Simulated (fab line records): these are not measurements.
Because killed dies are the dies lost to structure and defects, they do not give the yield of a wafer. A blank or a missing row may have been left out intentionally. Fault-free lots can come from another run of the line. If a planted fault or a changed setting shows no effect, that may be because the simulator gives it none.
Chamber matching :: flow n5Finfet :: 4 sister chambers for N5_DUMMY_GATE_STRIP_41 on rieDiel-06
The step strips in O2. 8 wafers are shown with their chamber, then 7 later ones without.

EACH WAFER AND ITS CHAMBER
wafer: L532.5
chamber: 3
drypumpMotorCurrentA (A): 4.9
showerheadPlenumPTorr (Torr): 2.10

wafer: L535.1
chamber: 0
drypumpMotorCurrentA (A): 6.4
showerheadPlenumPTorr (Torr): 2.15

wafer: L535.2
chamber: 1
drypumpMotorCurrentA (A): 6.0
showerheadPlenumPTorr (Torr): 2.17

wafer: L536.2
chamber: 1
drypumpMotorCurrentA (A): 6.0
showerheadPlenumPTorr (Torr): 2.17

wafer: L536.3
chamber: 0
drypumpMotorCurrentA (A): 6.5
showerheadPlenumPTorr (Torr): 2.15

wafer: L536.5
chamber: 3
drypumpMotorCurrentA (A): 4.9
showerheadPlenumPTorr (Torr): 2.09

wafer: L537.2
chamber: 2
drypumpMotorCurrentA (A): 5.6
showerheadPlenumPTorr (Torr): 2.00

wafer: L537.4
chamber: 2
drypumpMotorCurrentA (A): 5.7
showerheadPlenumPTorr (Torr): 2.00

WAFERS WITHOUT THEIR CHAMBER
wafer: L537.6
drypumpMotorCurrentA (A): 4.9
showerheadPlenumPTorr (Torr): 2.09

wafer: L539.1
drypumpMotorCurrentA (A): 6.0
showerheadPlenumPTorr (Torr): 2.17

wafer: L539.3
drypumpMotorCurrentA (A): 5.7
showerheadPlenumPTorr (Torr): 2.00

wafer: L539.4
drypumpMotorCurrentA (A): 6.5
showerheadPlenumPTorr (Torr): 2.15

wafer: L540.1
drypumpMotorCurrentA (A): 6.0
showerheadPlenumPTorr (Torr): 2.17

wafer: L540.3
drypumpMotorCurrentA (A): 5.7
showerheadPlenumPTorr (Torr): 2.00

wafer: L540.4
drypumpMotorCurrentA (A): 6.5
showerheadPlenumPTorr (Torr): 2.15

THE CHAMBER EACH PASSED THROUGH
wafer: L537.6
from the rows above: 3
in truth: 3

wafer: L539.1
from the rows above: 1
in truth: 1

wafer: L539.3
from the rows above: 2
in truth: 2

wafer: L539.4
from the rows above: 0
in truth: 0

wafer: L540.1
from the rows above: 1
in truth: 1

wafer: L540.3
from the rows above: 2
in truth: 2

wafer: L540.4
from the rows above: 0
in truth: 0
Placed correctly: 7 of 7. From these rows, 0 cannot be placed. Wrongly placed: 0.
How it was worked out, from the rows above alone: a wafer's distance from a chamber is the root of the sum, over the readings, of the square of ((its reading less the chamber's mean) divided by the reading's scatter). The wafer belongs to the nearest chamber; if the next one is less than 2 further off, it can't be placed. For every chamber, the mean is computed from those of its wafers that are shown. The scatter: the root of (the sum of the squares of (reading less its chamber's mean) over the shown wafers, divided by (wafers less chambers)).
